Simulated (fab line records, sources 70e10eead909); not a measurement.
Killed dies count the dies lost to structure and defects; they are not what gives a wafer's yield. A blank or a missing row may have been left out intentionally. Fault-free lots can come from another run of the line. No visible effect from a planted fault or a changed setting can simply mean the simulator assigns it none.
Chamber matching / flow nand_harc / rie_diel-05 running NHARC_A_STAIRCASE_DESCUM_186: 4 sister chambers
The step chemistry O2, time 3 s. 18 wafers are shown with their chamber, then 9 later ones without.

== WAFERS WITH THEIR CHAMBER ==
wafer=L077.1; chamber=3; showerhead_plenum_p_Torr (Torr)=1.81; drypump_motor_current_A (A)=6.0; rf_vpp_V (V)=56.7
wafer=L077.3; chamber=1; showerhead_plenum_p_Torr (Torr)=1.99; drypump_motor_current_A (A)=6.0; rf_vpp_V (V)=58.1
wafer=L077.5; chamber=0; showerhead_plenum_p_Torr (Torr)=1.93; drypump_motor_current_A (A)=6.1; rf_vpp_V (V)=58.3
wafer=L080.1; chamber=3; showerhead_plenum_p_Torr (Torr)=1.81; drypump_motor_current_A (A)=6.0; rf_vpp_V (V)=57.9
wafer=L080.2; chamber=2; showerhead_plenum_p_Torr (Torr)=1.89; drypump_motor_current_A (A)=5.4; rf_vpp_V (V)=57.5
wafer=L080.3; chamber=0; showerhead_plenum_p_Torr (Torr)=1.93; drypump_motor_current_A (A)=6.1; rf_vpp_V (V)=58.5
wafer=L084.1; chamber=2; showerhead_plenum_p_Torr (Torr)=1.89; drypump_motor_current_A (A)=5.4; rf_vpp_V (V)=56.8
wafer=L084.4; chamber=0; showerhead_plenum_p_Torr (Torr)=1.92; drypump_motor_current_A (A)=6.1; rf_vpp_V (V)=57.7
wafer=L084.5; chamber=2; showerhead_plenum_p_Torr (Torr)=1.89; drypump_motor_current_A (A)=5.5; rf_vpp_V (V)=59.6
wafer=L083.2; chamber=1; showerhead_plenum_p_Torr (Torr)=1.98; drypump_motor_current_A (A)=6.0; rf_vpp_V (V)=58.8
wafer=L083.4; chamber=1; showerhead_plenum_p_Torr (Torr)=1.98; drypump_motor_current_A (A)=6.0; rf_vpp_V (V)=57.8
wafer=L083.5; chamber=0; showerhead_plenum_p_Torr (Torr)=1.92; drypump_motor_current_A (A)=6.1; rf_vpp_V (V)=58.0
wafer=L086.1; chamber=0; showerhead_plenum_p_Torr (Torr)=1.92; drypump_motor_current_A (A)=6.1; rf_vpp_V (V)=58.0
wafer=L086.2; chamber=2; showerhead_plenum_p_Torr (Torr)=1.89; drypump_motor_current_A (A)=5.4; rf_vpp_V (V)=58.1
wafer=L086.3; chamber=3; showerhead_plenum_p_Torr (Torr)=1.80; drypump_motor_current_A (A)=6.0; rf_vpp_V (V)=55.9
wafer=L087.4; chamber=2; showerhead_plenum_p_Torr (Torr)=1.88; drypump_motor_current_A (A)=5.5; rf_vpp_V (V)=57.5
wafer=L087.5; chamber=0; showerhead_plenum_p_Torr (Torr)=1.92; drypump_motor_current_A (A)=6.1; rf_vpp_V (V)=57.7
wafer=L087.6; chamber=3; showerhead_plenum_p_Torr (Torr)=1.80; drypump_motor_current_A (A)=5.9; rf_vpp_V (V)=56.9

SIGNATURES, as means of the wafers listed above
reading=showerhead_plenum_p_Torr; chamber 0=1.9233; chamber 1=1.9833; chamber 2=1.8880; chamber 3=1.8050; scatter within a chamber=0.00521
reading=drypump_motor_current_A; chamber 0=6.100; chamber 1=6.000; chamber 2=5.440; chamber 3=5.975; scatter within a chamber=0.0373
reading=rf_vpp_V; chamber 0=58.033; chamber 1=58.233; chamber 2=57.900; chamber 3=56.850; scatter within a chamber=0.733
Rule: for each reading, subtract the chamber's mean from the wafer's reading, divide by that reading's scatter and square the result; add these up over the readings and take the root, which gives the wafer's distance from the chamber. The wafer belongs to the nearest chamber; if the next one is less than 2 further off, it can't be placed. The scatter: the root of (the sum of the squares of (reading less its chamber's mean) over the shown wafers, divided by (wafers less chambers)).

== WAFERS WITHOUT THEIR CHAMBER ==
wafer=L089.1; showerhead_plenum_p_Torr (Torr)=1.92; drypump_motor_current_A (A)=6.1; rf_vpp_V (V)=58.6
wafer=L089.3; showerhead_plenum_p_Torr (Torr)=1.80; drypump_motor_current_A (A)=5.9; rf_vpp_V (V)=58.3
wafer=L089.6; showerhead_plenum_p_Torr (Torr)=1.92; drypump_motor_current_A (A)=6.1; rf_vpp_V (V)=58.2
wafer=L094.1; showerhead_plenum_p_Torr (Torr)=1.88; drypump_motor_current_A (A)=5.4; rf_vpp_V (V)=59.9
wafer=L094.4; showerhead_plenum_p_Torr (Torr)=1.88; drypump_motor_current_A (A)=5.4; rf_vpp_V (V)=56.0
wafer=L094.6; showerhead_plenum_p_Torr (Torr)=1.80; drypump_motor_current_A (A)=5.9; rf_vpp_V (V)=57.7
wafer=L097.1; showerhead_plenum_p_Torr (Torr)=1.98; drypump_motor_current_A (A)=6.0; rf_vpp_V (V)=55.5
wafer=L097.2; showerhead_plenum_p_Torr (Torr)=1.80; drypump_motor_current_A (A)=5.9; rf_vpp_V (V)=56.5
wafer=L097.6; showerhead_plenum_p_Torr (Torr)=1.98; drypump_motor_current_A (A)=6.0; rf_vpp_V (V)=57.5

== WHICH CHAMBER EACH WENT THROUGH ==
wafer=L089.1; from the rows above=0; in truth=0
wafer=L089.3; from the rows above=3; in truth=3
wafer=L089.6; from the rows above=0; in truth=0
wafer=L094.1; from the rows above=2; in truth=2
wafer=L094.4; from the rows above=2; in truth=2
wafer=L094.6; from the rows above=3; in truth=3
wafer=L097.1; from the rows above=1; in truth=1
wafer=L097.2; from the rows above=3; in truth=3
wafer=L097.6; from the rows above=1; in truth=1
9 of 9 placed correctly. Left unplaced by these rows: 0. 0 placed wrongly.
